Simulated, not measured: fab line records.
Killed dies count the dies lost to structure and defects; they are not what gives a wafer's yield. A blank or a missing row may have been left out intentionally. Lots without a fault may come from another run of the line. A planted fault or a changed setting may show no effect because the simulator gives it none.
Problem report, 8D (eight disciplines) form, completed by code :: flow n5_finfet :: the parts of the form that need people (team, actions taken, sign-off) are left out

== 1. PROBLEM STATEMENT ==
killed_at_M0_to_M3 at N5_PASSIVATION_PROBE_49 reads a mean of 149 on 6 wafers of 2 lots; wafers without a fault read 33 with a standard deviation of 9.4. That is +12 standard deviations from the usual mean.
Seen first at day 15 22:06 on prober-01, wafer L618.1. The record holds 12 wafers of 4 lots with a number at this step. Rule for "out", or "out of limits": more than 4 standard deviations from the usual mean. The rest of the wafers with a number are treated as sound.

== 2. WHAT IT IS, WHAT IT ISN'T ==
question: which readings at this step
is: killed_at_M0_to_M3
is not: killed_at_contacts, killed_at_front_end, killed_open, killed_short

question: which lots
is: L618, L619
is not: L615, L628

question: which wafers of those lots
is: all that have a number
is not: -

question: read on which tools
is: prober-01, prober-02
is not: -

question: when
is: from day 15 22:06
is not: up to then (3 sound wafers); but 3 sound wafers of L628 came after

== 3. THE SUSPECTS, EACH WITH WHAT RULES IT OUT ==
Counting: a tool at any process step up to the reading remains a suspect when it ran all the lots that are out and ran no sound lot after the first of those.
- rie_diel-06 at N5_BEOL_M0_ETCH_138 (etches SiCN in CH3F/O2, target depth 12 nm, time 31.6 s): ruled out as a lasting fault. After its first lot that is out, L618 (day 8 20:07), sound lots L628 ran on it.
Left after counting: nothing in the record.

== 4. THE CAUSE (what the simulator had put in) ==
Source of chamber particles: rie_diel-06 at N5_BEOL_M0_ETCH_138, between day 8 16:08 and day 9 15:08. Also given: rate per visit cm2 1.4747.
The count ruled it out by mistake, since the rule takes a fault to strike every lot its tool runs from the start of the fault on, and this one did not do so.

== 5. SEQUENCE OF EFFECTS, ordered by route ==
Rows list readings where the struck wafers' mean (over those with a number) sits beyond 3 standard deviations from the usual. Only readings for which the record gives a usual standard deviation are gone through. hours: the time from each lot's start at the first step in this table that gives one to its start at this step, as a median over the lots. sigmas: the change in usual standard deviations.
hours: 0
step: N5_PASSIVATION_PROBE_49
reading: defect_limited_yield
usual: 91.0 %
on struck wafers: 82.1
change: -8.9
sigmas: -6.0

hours: 0
step: N5_PASSIVATION_PROBE_49
reading: killed_at_M0_to_M3
usual: 33
on struck wafers: 149
change: +116
sigmas: +12

hours: 0
step: N5_PASSIVATION_PROBE_49
reading: killed_dies
usual: 106
on struck wafers: 212
change: +106
sigmas: +5.9

hours: 0
step: N5_PASSIVATION_PROBE_49
reading: killed_on_rim
usual: 14
on struck wafers: 27
change: +13
sigmas: +3.1

hours: 0
step: N5_PASSIVATION_PROBE_49
reading: sort_bin_5_function
usual: 5.3 %
on struck wafers: 10.6
change: +5.3
sigmas: +5.3

hours: 0
step: N5_PASSIVATION_PROBE_49
reading: sort_n_pass
usual: 1074
on struck wafers: 968
change: -106
sigmas: -5.9

hours: 0
step: N5_PASSIVATION_PROBE_49
reading: sort_yield_pct
usual: 91.0 %
on struck wafers: 82.1
change: -8.9
sigmas: -6.0
Here are the process steps it includes:
- N5_PASSIVATION_PROBE_49

== 6. WHAT WOULD HAVE CAUGHT IT SOONER ==
174 hours passed between the start of the fault at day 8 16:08 and the first reading out of limits in this record, taken at day 15 22:06.
Tool readings at N5_BEOL_M0_ETCH_138 with a usual standard deviation given in the record: none out on any struck wafer, hence no alarm at a limit of 4 standard deviations on them.
